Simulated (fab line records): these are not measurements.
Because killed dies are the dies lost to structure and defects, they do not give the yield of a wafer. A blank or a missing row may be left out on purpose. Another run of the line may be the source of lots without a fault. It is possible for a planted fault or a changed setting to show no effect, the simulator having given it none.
fab line records	flow n5Finfet
record lots=11	wafers=29	lastDay=18
route steps=1938 shown PMOS_HMC_CHANNEL_EPI@67 FIN_SAQP@95 PASSIVATION@1936
lots with no fault: from the same line, run without faults
startH: hours from the record's first day to the start of the lot's first wafer shown	waitH: how many hours have passed since the lot's step before this one	" unchanged from the row above	L1.1+2: a row that stands for several wafers	- value missing, or start not given	* or withheld: withheld	< > ~ a bound
route shown NAME@n: a module of which the file shows steps, and the number in the route of the first	usual: mean/standard deviation of fault-free wafers	same: alike in all rows	chamber/n: place in a boat	sites: each site's reading	_std_site: standard deviation of those values	_edge_site: mean of outer sites minus mean of inner sites	radiusMm: for every site, how far away it sits from the centre of the wafer	mask NAME#n: copy n	behind: the most recent tool/chamber to have shaped the wafer	hold: cause of the lot's hold/its duration in hours/its outcome	device: the n, p or np transistor that did not switch	end of line: tests of these same wafers at the route's end	a step without rows: its recipe alone	killed: the dies lost at the first sort to structure and to defects; this is not the yield of the wafer	map: a wafer's dies, marking killed ones x, the rest . and places with no die _
set.NAME: the setting that was run; set.NAME@STEP: the one run at that earlier step	model.NAME: the simulator's own value behind a step, which no gauge read
the route's steps for a sample of lots (tables are steps, rows are wafers)
services: when a tool's chamber went out of use (startH, in hours from the record's first day, below 0 if earlier), for how many hours, and the reason
## steps
# step N5_PMOS_HMC_CHANNEL_EPI_INSPECT_11
# recipe mode=adi	inspectInstrument=macro
# usual rawDefectCount=2.2/1.6
lot.wafer	tool	chamber	startH	waitH	rawDefectCount
L922.1	defectInspect-02	-	35.95	0.1	2
L922.3	"	-	"	"	2
L922.6	"	-	"	"	1
L926.2	defectInspect-02	-	59.33	0.0	4
L926.3	"	-	"	"	5
L926.5	"	-	"	"	1
L928.1	defectInspect-01	-	71.63	0.0	1
L928.2	"	-	"	"	3
L928.4	"	-	"	"	2
L929.1	defectInspect-01	-	76.96	0.0	1
L929.2	"	-	"	"	2
L929.6	"	-	"	"	1
L930.3	defectInspect-01	-	82.99	0.0	0
L933.1	defectInspect-01	-	102.94	0.0	0
L936.3	defectInspect-02	-	119.01	0.0	3
L936.5	"	-	"	"	1
L936.6	"	-	"	"	4
L937.3	defectInspect-02	-	126.96	0.0	0
L937.4	"	-	"	"	4
L937.6	"	-	"	"	4
L938.1	defectInspect-01	-	131.43	0.0	2
L938.2	"	-	"	"	6
L938.4	"	-	"	"	0
L941.2	defectInspect-02	-	148.88	0.0	1
L941.3	"	-	"	"	1
L941.4	"	-	"	"	3
L942.2	defectInspect-02	-	158.03	0.0	1
L942.4	"	-	"	"	1
L942.5	"	-	"	"	0
# step N5_FIN_SAQP_DENSIFY_62
# recipe tempC=700	timeS=60	ambient=N2	idleTempC=600	rampUpCPerS=150	rampDownCPerS=60	coolToC=600
# usual lampPowerPct=9.85/0.055	wafer_temp_C_max=703.3/0.64
lot.wafer	tool	chamber	startH	waitH	lampPowerPct	wafer_temp_C_max
L922.1	rtpAnneal-02	0	40.51	0.1	9.71	703.4
L922.3	"	0	"	"	9.87	702.8
L922.6	"	0	"	"	9.83	703.3
L926.2	rtpAnneal-02	0	62.82	0.2	9.78	703.1
L926.3	"	0	"	"	9.86	703.9
L926.5	"	0	"	"	9.85	703.0
L928.1	rtpAnneal-01	0	74.77	0.1	9.82	703.6
L928.2	"	0	"	"	9.90	702.8
L928.4	"	0	"	"	9.92	702.8
L929.1	rtpAnneal-02	0	80.83	0.2	9.91	703.7
L929.2	"	0	"	"	9.85	703.3
L929.6	"	0	"	"	9.90	703.8
L930.3	rtpAnneal-02	0	86.53	0.2	9.77	703.6
L933.1	rtpAnneal-01	0	106.54	0.1	9.82	703.1
L936.3	rtpAnneal-02	0	122.60	0.2	9.87	702.3
L936.5	"	0	"	"	9.83	703.0
L936.6	"	0	"	"	9.77	703.9
L937.3	rtpAnneal-02	0	130.21	0.2	9.81	702.7
L937.4	"	0	"	"	9.88	702.4
L937.6	"	0	"	"	9.84	703.0
L938.1	rtpAnneal-01	0	134.93	0.3	9.77	703.4
L938.2	"	0	"	"	9.82	704.1
L938.4	"	0	"	"	9.85	702.1
L941.2	rtpAnneal-01	0	152.67	0.1	9.84	702.7
L941.3	"	0	"	"	9.85	703.3
L941.4	"	0	"	"	9.77	702.4
L942.2	rtpAnneal-01	0	161.76	0.2	9.87	702.8
L942.4	"	0	"	"	9.77	702.4
L942.5	"	0	"	"	9.83	703.7
# step N5_FIN_SAQP_PECVD_48
# recipe material=SiNx	targetThkA=250	tempC=400	precursor=SiH4/NH3/N2	pressureTorr=1.5	rfW=300	timeS=22.1
# usual chamberPressureTorr=1.500/0.0032	heaterPowerW=769/110	showerheadPlenumPTorr=5.16/0.069	throttleValvePct=40.8/2.7
lot.wafer	tool	chamber	startH	waitH	chamberPressureTorr	heaterPowerW	showerheadPlenumPTorr	throttleValvePct
L922.1	pecvd-01	1	40.89	0.0	1.504	828	5.06	41.2
L922.3	"	2	"	"	1.502	747	5.10	38.8
L922.6	"	0	"	"	1.500	862	5.22	40.3
L926.2	pecvd-04	0	63.17	0.0	1.499	682	5.12	40.5
L926.3	"	2	"	"	1.498	842	5.14	39.6
L926.5	"	0	"	"	1.504	693	5.13	40.4
L928.1	pecvd-01	2	75.15	0.0	1.502	784	5.09	38.7
L928.2	"	0	"	"	1.505	933	5.23	40.7
L928.4	"	1	"	"	1.501	887	5.06	41.3
L929.1	pecvd-01	0	81.23	0.0	1.499	880	5.24	40.7
L929.2	"	1	"	"	1.501	836	5.07	41.3
L929.6	"	1	"	"	1.503	828	5.07	41.3
L930.3	pecvd-01	1	86.89	0.0	1.502	829	5.08	41.4
L933.1	pecvd-01	1	106.94	0.0	1.498	861	5.06	41.4
L936.3	pecvd-03	2	122.92	0.0	1.500	594	5.19	40.6
L936.5	"	0	"	"	1.499	737	5.13	37.0
L936.6	"	1	"	"	1.501	873	5.14	39.2
L937.3	pecvd-04	0	130.53	0.0	1.503	683	5.12	40.4
L937.4	"	0	"	"	1.504	709	5.13	40.6
L937.6	"	1	"	"	1.498	652	5.27	47.0
L938.1	pecvd-04	1	135.36	0.0	1.498	702	5.28	46.9
L938.2	"	2	"	"	1.499	823	5.14	40.0
L938.4	"	2	"	"	1.500	867	5.14	39.9
L941.2	pecvd-04	1	153.02	0.0	1.502	711	5.30	46.8
L941.3	"	2	"	"	1.496	894	5.15	39.9
L941.4	"	1	"	"	1.500	703	5.29	46.8
L942.2	pecvd-03	0	162.11	0.0	1.503	803	5.11	37.1
L942.4	"	1	"	"	1.496	912	5.16	39.3
L942.5	"	2	"	"	1.502	563	5.20	40.9
# step N5_FIN_SAQP_PECVD_06
# recipe material=a-Si	targetThkA=600	tempC=400	precursor=SiH4/He	pressureTorr=3	rfW=100	timeS=48.1
# usual chamberPressureTorr=3.000/0.0073	heaterPowerW=841/120	showerheadPlenumPTorr=5.68/0.05	throttleValvePct=18.6/1.2
lot.wafer	tool	chamber	startH	waitH	chamberPressureTorr	heaterPowerW	showerheadPlenumPTorr	throttleValvePct
L922.1	pecvd-01	1	40.93	0.0	3.005	888	5.61	18.9
L922.3	"	2	"	"	3.009	799	5.62	17.6
L922.6	"	0	"	"	3.002	984	5.72	18.4
L926.2	pecvd-04	0	63.21	0.0	2.999	809	5.64	18.4
L926.3	"	2	"	"	3.010	980	5.68	17.7
L926.5	"	0	"	"	2.995	810	5.67	18.3
L928.1	pecvd-01	2	75.19	0.0	3.009	819	5.63	18.1
L928.2	"	0	"	"	3.005	840	5.75	18.5
L928.4	"	1	"	"	2.992	945	5.62	19.1
L929.1	pecvd-01	0	81.29	0.0	3.011	986	5.74	18.3
L929.2	"	1	"	"	3.001	932	5.62	18.8
L929.6	"	1	"	"	3.006	955	5.62	18.7
L930.3	pecvd-01	1	86.96	0.0	2.998	868	5.61	18.8
L933.1	pecvd-01	1	106.98	0.0	3.006	833	5.62	18.7
L936.3	pecvd-03	2	122.96	0.0	2.998	606	5.70	18.4
L936.5	"	0	"	"	2.988	859	5.65	16.9
L936.6	"	1	"	"	3.000	1007	5.67	17.9
L937.3	pecvd-04	0	130.57	0.0	3.002	793	5.65	18.2
L937.4	"	0	"	"	3.000	793	5.65	18.0
L937.6	"	1	"	"	2.997	717	5.77	21.2
L938.1	pecvd-04	1	135.40	0.0	3.003	687	5.77	21.2
L938.2	"	2	"	"	3.002	932	5.67	18.0
L938.4	"	2	"	"	3.001	947	5.65	18.2
L941.2	pecvd-04	1	153.06	0.0	2.996	687	5.76	21.0
L941.3	"	2	"	"	2.992	902	5.67	18.4
L941.4	"	1	"	"	2.998	682	5.78	21.2
L942.2	pecvd-03	0	162.15	0.0	3.001	847	5.65	16.9
L942.4	"	1	"	"	3.003	967	5.69	17.9
L942.5	"	2	"	"	3.003	620	5.69	18.8
# step N5_FIN_SAQP_THK_MEAS_07
# usual thkNm=60.0/1
lot.wafer	tool	chamber	startH	waitH	thkNm
L922.1	filmMetro-02	-	41.02	0.1	60.2
L922.3	"	-	"	"	59.6
L922.6	"	-	"	"	60.1
L926.2	filmMetro-02	-	63.30	0.1	60.7
L926.3	"	-	"	"	58.6
L926.5	"	-	"	"	60.7
L928.1	filmMetro-01	-	75.28	0.1	58.9
L928.2	"	-	"	"	58.6
L928.4	"	-	"	"	61.3
L929.1	filmMetro-01	-	81.41	0.1	59.7
L929.2	"	-	"	"	61.3
L929.6	"	-	"	"	62.4
L930.3	filmMetro-02	-	87.05	0.1	82.8
L933.1	filmMetro-01	-	107.07	0.1	81.4
L936.3	filmMetro-01	-	123.05	0.1	58.7
L936.5	"	-	"	"	60.0
L936.6	"	-	"	"	59.9
L937.3	filmMetro-01	-	130.66	0.1	60.7
L937.4	"	-	"	"	62.0
L937.6	"	-	"	"	60.3
L938.1	filmMetro-02	-	135.49	0.1	58.8
L938.2	"	-	"	"	58.7
L938.4	"	-	"	"	60.0
L941.2	filmMetro-02	-	153.38	0.3	57.6
L941.3	"	-	"	"	58.4
L941.4	"	-	"	"	59.5
L942.2	filmMetro-01	-	162.24	0.1	58.4
L942.4	"	-	"	"	59.9
L942.5	"	-	"	"	60.3
# step N5_FIN_SAQP_MANDREL_ETCH_22
# recipe targetDepthA=600	chemistry=HBr/Cl2	target=a-Si	stopOn=SiNx	btTimeS=10	overEtchFrac=0.5	timeS=30	pressureMtorr=10	icpW=800	biasW=75	HBr_flow_sccm=150	Cl2_flow_sccm=80	ends=endPoint
# usual biasW=75.02/0.23	drypumpMotorCurrentA=5.9/0.31	mfcCl2Sccm=80.02/0.26	oesProductAu=0.772/0.015	throttleValvePct=35.32/0.27
# same overEtchFrac=0.5
lot.wafer	tool	chamber	startH	waitH	biasW	drypumpMotorCurrentA	mfcCl2Sccm	oesProductAu	rfHoursCounterH	throttleValvePct
L922.1	rieSi-04	3	41.88	0.0	75.02	6.6	80.06	0.790	78	35.46
L922.3	"	0	"	"	75.08	6.1	80.37	0.769	26	35.15
L922.6	"	0	"	"	75.35	6.1	80.49	0.771	-	35.15
L926.2	rieSi-06	3	64.04	0.0	74.81	5.8	80.20	0.775	96	35.40
L926.3	"	2	"	"	74.92	6.1	80.30	0.748	101	35.05
L926.5	"	1	"	"	74.85	5.4	80.29	0.792	-	35.02
L928.1	rieSi-04	2	76.14	0.0	75.12	5.9	80.02	0.759	59	35.03
L928.2	"	0	"	"	75.19	6.0	79.96	0.761	27	35.17
L928.4	"	3	"	"	75.49	6.6	79.71	0.803	79	35.43
L929.1	rieSi-06	3	82.15	0.0	74.69	5.8	79.53	0.767	97	35.42
L929.2	"	0	"	"	75.11	5.5	80.14	0.800	8	35.36
L929.6	"	0	"	"	75.23	5.5	79.96	0.810	-	35.33
L930.3	rieSi-06	1	88.39	0.0	74.89	5.4	80.08	0.976	17	34.65
L933.1	rieSi-04	0	107.81	0.0	75.36	6.1	80.57	0.937	27	34.79
L936.3	rieSi-06	1	123.86	0.0	75.36	5.4	79.39	0.768	18	35.04
L936.5	"	2	"	"	75.04	6.1	79.83	0.756	-	35.04
L936.6	"	1	"	"	75.57	5.4	79.73	0.783	-	35.04
L937.3	rieSi-06	2	131.53	0.0	74.69	6.1	79.70	0.756	103	35.02
L937.4	"	3	"	"	74.92	5.8	79.56	0.790	97	35.38
L937.6	"	3	"	"	75.08	5.8	79.49	0.775	-	35.42
L938.1	rieSi-01	3	136.45	0.0	74.90	5.6	80.22	0.760	44	35.99
L938.2	"	1	"	"	74.56	5.8	80.50	0.746	70	35.91
L938.4	"	0	"	"	75.00	5.6	79.94	0.784	156	35.27
L941.2	rieSi-04	3	154.12	0.0	74.60	6.6	79.91	0.777	81	35.51
L941.3	"	1	"	"	75.20	6.1	79.25	0.748	50	35.54
L941.4	"	0	"	"	74.93	6.0	79.88	0.766	28	35.14
L942.2	rieSi-06	1	163.24	0.0	74.77	5.4	80.16	0.780	19	35.04
L942.4	"	0	"	"	75.12	5.6	80.23	0.786	9	35.37
L942.5	"	3	"	"	75.06	5.8	80.12	0.772	-	35.42
# step N5_PASSIVATION_PROBE_49
# usual defectLimitedYield=91.7/1.5	killed_at_M0_to_M3=32/10	killed_at_M4_up=14/5.3	killedAtContacts=13/5.7	killedAtFrontEnd=37/10	killedAtOther=3.3/2.5	killedDies=98/18	killedOpen=65/13	killedShort=31/7.5	sort_bin_4_leakage=0.00/0.0099	sort_bin_5_function=4.9/0.91	sort_bin_6_memory=3.1/0.71	sortNPass=1082/18	sortYieldPct=91.7/1.5
# same grossDies=1180	killedAtBackSide=0	sort_bin_8_speed[%]=0
lot.wafer	tool	chamber	startH	waitH	defectLimitedYield[%]	killed_at_M0_to_M3	killed_at_M4_up	killedAtContacts	killedAtFrontEnd	killedAtOther	killedDies	killedOpen	killedShort	sort_bin_4_leakage[%]	sort_bin_5_function[%]	sort_bin_6_memory[%]	sortNPass	sortYieldPct[%]
L922.1	prober-01	-	300.38	0.0	94.2	22	10	7	29	0	68	37	24	0	3.0	2.1	1112	94.2
L922.3	prober-01	-	300.48	0.1	91.2	26	10	16	49	3	104	65	39	0	5.2	3.4	1076	91.2
L922.6	prober-01	-	300.63	0.3	91.3	28	17	11	45	2	103	57	42	0	4.8	3.2	1077	91.3
L929.1	prober-02	-	337.00	0.0	91.7	35	8	16	38	1	98	72	25	0	4.7	3.3	1082	91.7
L929.2	prober-02	-	337.05	0.1	88.0	51	23	30	36	2	142	96	44	0	6.1	5.8	1038	88.0
L929.6	prober-02	-	337.25	0.3	90.5	33	10	28	36	5	112	76	31	0	5.5	3.2	1068	90.5
L928.1	prober-01	-	342.09	0.0	91.5	23	8	14	50	5	100	52	47	0	4.8	3.1	1080	91.5
L928.2	prober-01	-	342.14	0.1	89.8	38	14	13	53	2	120	71	47	0	6.1	3.6	1060	89.8
L928.4	prober-01	-	342.24	0.2	92.2	27	10	10	43	2	92	65	27	0	5.2	2.4	1088	92.2
L936.3	prober-02	-	394.37	0.1	91.8	50	3	8	34	2	97	60	37	0	5.2	2.9	1083	91.8
L936.5	prober-02	-	394.47	0.2	90.9	37	20	15	29	6	107	63	38	0	5.0	3.7	1073	90.9
L936.6	prober-02	-	394.52	0.3	90.8	37	9	11	50	1	108	76	32	0	5.7	3.2	1072	90.8
L938.1	prober-01	-	416.18	0.0	91.0	24	10	23	43	6	106	74	26	0	5.7	3.0	1074	91.0
L938.2	prober-01	-	416.23	0.1	93.0	15	10	16	37	5	83	58	22	0	4.5	2.5	1097	93.0
L938.4	prober-01	-	416.33	0.2	91.4	36	14	14	33	4	101	69	30	0.08	5.0	3.1	1078	91.4
# killed by level:class
L922.1 MOL_CONTACT_COAG:geometricParticle:open=6 BEOL_M0_SAQP:geometricParticle:short=6 HKMG_FIN:areaEtch=6 FIN_SAQP:geometricParticle:short=5 BEOL_M0_SAQP:geometricParticle:open=5 DUMMY_GATE:geometricParticle:open=4 BEOL_M4:geometricParticle:open=4 FIN_SAQP:geometricParticle:open=3
L922.3 MOL_CONTACT_COAG:geometricParticle:open=15 FIN_SAQP:geometricParticle:short=14 BEOL_M0_SAQP:geometricParticle:open=8 FIN_SAQP:geometricParticle:open=6 DUMMY_GATE:geometricParticle:open=6 BEOL_M0_SAQP:geometricParticle:short=6 GATE_CUT:geometricParticle:short=5 GATE_CUT:geometricParticle:open=4
L922.6 MOL_CONTACT_COAG:geometricParticle:open=9 BEOL_M4:geometricParticle:open=9 BEOL_M0_SAQP:geometricParticle:open=7 FIN_SAQP:geometricParticle:short=6 BEOL_M0_SAQP:geometricParticle:short=6 FIN_SAQP:geometricParticle:open=5 DUMMY_GATE:geometricParticle:open=5 BEOL_M2:geometricParticle:open=5
L929.1 MOL_CONTACT_COAG:geometricParticle:open=11 STI_FIN_REVEAL:geometricParticle:open=9 DUMMY_GATE:geometricParticle:open=9 BEOL_M1:geometricParticle:open=8 BEOL_M2:geometricParticle:open=7 BEOL_M3:geometricParticle:open=6 FIN_SAQP:geometricParticle:open=5 MOL_CONTACT_COAG:geometricParticle:short=5
L929.2 MOL_CONTACT_COAG:geometricParticle:open=22 BEOL_M3:geometricParticle:open=17 BEOL_M4:geometricParticle:open=11 MOL_CONTACT_COAG:geometricParticle:short=8 BEOL_M1:geometricParticle:open=7 GATE_CUT:geometricParticle:short=7 BEOL_M0_SAQP:geometricParticle:short=6 BEOL_M2:geometricParticle:open=6
L929.6 MOL_CONTACT_COAG:geometricParticle:open=24 DUMMY_GATE:geometricParticle:open=7 BEOL_M4:geometricParticle:open=7 BEOL_M0:geometricParticle:open=6 BEOL_M1:geometricParticle:open=6 BEOL_M2:geometricParticle:open=6 BEOL_M0_SAQP:geometricParticle:short=5 BEOL_M3:geometricParticle:open=5
L928.1 FIN_SAQP:geometricParticle:short=12 MOL_CONTACT_COAG:geometricParticle:open=12 FIN_SAQP:geometricParticle:open=7 DUMMY_GATE:geometricParticle:open=7 STARTING-WAFER:geometricParticle:short=7 STI_FIN_REVEAL:geometricParticle:open=6 BEOL_M0_SAQP:geometricParticle:short=6 BEOL_M3:geometricParticle:short=5
L928.2 FIN_SAQP:geometricParticle:short=22 MOL_CONTACT_COAG:geometricParticle:open=12 BEOL_M0_SAQP:geometricParticle:open=10 BEOL_M0_SAQP:geometricParticle:short=9 FIN_SAQP:geometricParticle:open=7 STI_FIN_REVEAL:geometricParticle:open=6 BEOL_M1:geometricParticle:open=6 BEOL_M6:geometricParticle:open=6
L928.4 STI_FIN_REVEAL:geometricParticle:open=14 FIN_SAQP:geometricParticle:short=10 MOL_CONTACT_COAG:geometricParticle:open=10 FIN_SAQP:geometricParticle:open=6 BEOL_M0_SAQP:geometricParticle:short=6 BEOL_M0_SAQP:geometricParticle:open=6 BEOL_M1:geometricParticle:open=6 BEOL_M2:geometricParticle:open=3
L936.3 BEOL_M1:geometricParticle:open=13 BEOL_M3:geometricParticle:open=11 GATE_CUT:geometricParticle:short=7 MOL_CONTACT_COAG:geometricParticle:open=7 FIN_SAQP:geometricParticle:open=5 STI_FIN_REVEAL:geometricParticle:open=5 BEOL_M0_SAQP:geometricParticle:short=5 BEOL_M0_SAQP:geometricParticle:open=5
L936.5 MOL_CONTACT_COAG:geometricParticle:open=12 BEOL_M0_SAQP:geometricParticle:short=11 BEOL_M0_SAQP:geometricParticle:open=9 BEOL_M1:geometricParticle:open=6 BEOL_M5:geometricParticle:open=6 DUMMY_GATE:geometricParticle:open=5 GATE_CUT:geometricParticle:short=5 BEOL_M4:geometricParticle:open=5
L936.6 STI_FIN_REVEAL:geometricParticle:open=15 FIN_SAQP:geometricParticle:open=12 FIN_SAQP:geometricParticle:short=9 MOL_CONTACT_COAG:geometricParticle:open=7 BEOL_M1:geometricParticle:open=7 BEOL_M2:geometricParticle:open=7 BEOL_M0_SAQP:geometricParticle:short=6 BEOL_M3:geometricParticle:open=6
L938.1 MOL_CONTACT_COAG:geometricParticle:open=20 GATE_CUT:geometricParticle:short=9 DUMMY_GATE:geometricParticle:open=8 BEOL_M0_SAQP:geometricParticle:open=8 BEOL_M2:geometricParticle:open=5 STI_FIN_REVEAL:geometricParticle:open=4 GATE_CUT:geometricParticle:open=4 BEOL_M5:geometricParticle:open=4
L938.2 MOL_CONTACT_COAG:geometricParticle:open=14 STI_FIN_REVEAL:geometricParticle:open=12 FIN_SAQP:geometricParticle:open=6 GATE_CUT:geometricParticle:short=4 BEOL_M1:geometricParticle:open=4 BEOL_M5:geometricParticle:open=4 STARTING-WAFER:geometricParticle:short=3 BEOL_M2:geometricParticle:open=3
L938.4 STI_FIN_REVEAL:geometricParticle:open=12 BEOL_M1:geometricParticle:open=11 MOL_CONTACT_COAG:geometricParticle:open=8 BEOL_M3:geometricParticle:open=7 DUMMY_GATE:geometricParticle:open=6 MOL_CONTACT_COAG:geometricParticle:short=6 GATE_CUT:geometricParticle:short=4 BEOL_M3:geometricParticle:short=4
## services
tool	chamber	startH	hours	kind
rieSi-04	-	16.98	4.3	pm
pecvd-01	1	30.80	5.5	scheduledDown
pecvd-03	-	39.57	28.1	pm
rieSi-01	3	57.06	14.0	repair
rtpAnneal-02	-	66.57	5.7	pm
pecvd-03	-	71.74	2.3	repair
rieSi-06	1	72.53	13.9	repair
rieSi-04	-	74.46	0.4	repair
pecvd-01	2	81.03	7.9	repair
rieSi-01	1	87.34	4.0	repair
rieSi-06	3	89.72	12.2	repair
rieSi-06	0	92.81	18.8	repair
pecvd-03	-	105.69	0.8	pm
rieSi-06	3	110.98	6.9	repair
pecvd-01	0	134.96	5.5	scheduledDown
pecvd-01	-	158.13	4.3	repair
## key
firstSign step=N5_FIN_SAQP_THK_MEAS_07	reading=thkNm	direction=up	sigmas=22	usual=*	struck=*
effect step=N5_FIN_SAQP_MANDREL_ETCH_22	reading=oesProductAu	direction=up	sigmas=13	usual=0.772	struck=0.957
metAt N5_FIN_SAQP_PECVD_06
struckLots L930,L933
struckWafers L930.3,L933.1
rowsEnd L930.3,L933.1
notActingAt N5_PMOS_HMC_CHANNEL_EPI_INSPECT_11,N5_FIN_SAQP_DENSIFY_62,N5_FIN_SAQP_PECVD_48
onsetBetween 81.29 86.96
fault kind=processParameterDrift	tool=pecvd-01	chamber=1	onsetH=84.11	steps=N5_FIN_SAQP_PECVD_06	channel=timeS	offset=*	shape=step	actsIn=*	stated=*
# rowsEnd: these wafers met a further fault down the route, and their rows from its step on are left out
